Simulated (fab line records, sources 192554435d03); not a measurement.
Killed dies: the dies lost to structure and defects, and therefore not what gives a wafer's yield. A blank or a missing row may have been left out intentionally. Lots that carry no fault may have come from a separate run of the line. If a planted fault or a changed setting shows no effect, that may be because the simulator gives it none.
Which tool was responsible? ; flow n5 finfet ; 10 lots, 30 wafers sampled, at 2 steps of a route of 1938

## WHAT EACH GAUGE READ, for each wafer
N5_WELL_APT_OVL_MEAS_09.
lot;measured;on;NWELL_OVL (nm)
L249;day 2 01:58;overlay-02;11 -3 -6
L253;day 3 01:44;overlay-01;2 4 9
L259;day 4 13:50;overlay-02;51 54 52
L260;day 4 19:53;overlay-02;59 64 51
L261;day 5 01:55;overlay-01;5 7 13
L263;day 5 13:44;overlay-01;2 -4 -1
L264;day 5 19:46;overlay-02;4 0 10
L268;day 6 19:50;overlay-01;-6 2 -3
L269;day 7 01:59;overlay-01;-12 -11 -10
L270;day 7 07:35;overlay-02;1 -7 0

## WHICH TOOL RAN EACH LOT (tool, then ch and the chambers of the sampled wafers, then the start)
lot;N5_WELL_APT_EXPOSE_05
L249;krf scanner-01 ch 0, day 2 01:46
L253;krf scanner-01 ch 0, day 3 01:32
L259;krf scanner-01 ch 0, day 4 13:38
L260;krf scanner-01 ch 0, day 4 19:41
L261;krf scanner-02 ch 0, day 5 01:43
L263;krf scanner-02 ch 0, day 5 13:32
L264;krf scanner-02 ch 0, day 5 19:33
L268;krf scanner-02 ch 0, day 6 19:38
L269;krf scanner-02 ch 0, day 7 01:47
L270;krf scanner-02 ch 0, day 7 07:23
- N5_WELL_APT_EXPOSE_05: exposes mask NWELL, defocus 0 nm, target cd 200 nm.

## THE ANSWER, worked out from the rows above alone
Rule: the usual values come from the lots themselves. The widest of any qualifying gaps counts: lots, ordered by their means at a reading, are off when they make up no more than a third of the lots, leave a main group of 4 or more, and stand apart from it by 3 or more times the standard deviation of that group's means. If all means in a main group match to the digits the tables above print for the reading, that group is not used. Also off: a lot with no number at a reading for which 4 or more lots have one. All remaining lots with rows at the step are treated as sound.
Off: L259, L260, seen at N5_WELL_APT_OVL_MEAS_09 (NWELL_OVL). Main group: mean 0 nm, sd 5.6.
If a tool, at a process step before that reading, ran all the lots that are off and no sound lot after the first of them, it fits. Gauges at N5_WELL_APT_OVL_MEAS_09: tried the same way as those tools. One fits: krf scanner-01 at N5_WELL_APT_EXPOSE_05. Its last sound lot is L253 (day 3 01:32), its first lot that is off L259 (day 4 13:38): a fault that began between those two fits.

## WHAT HAD BEEN PUT IN BY THE SIMULATOR
Scanner matching overlay: krf scanner-01, from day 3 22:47 on, at N5_WELL_APT_EXPOSE_05. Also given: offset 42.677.
Shown lots that were struck: L259, L260. The rule given above showed the same thing.
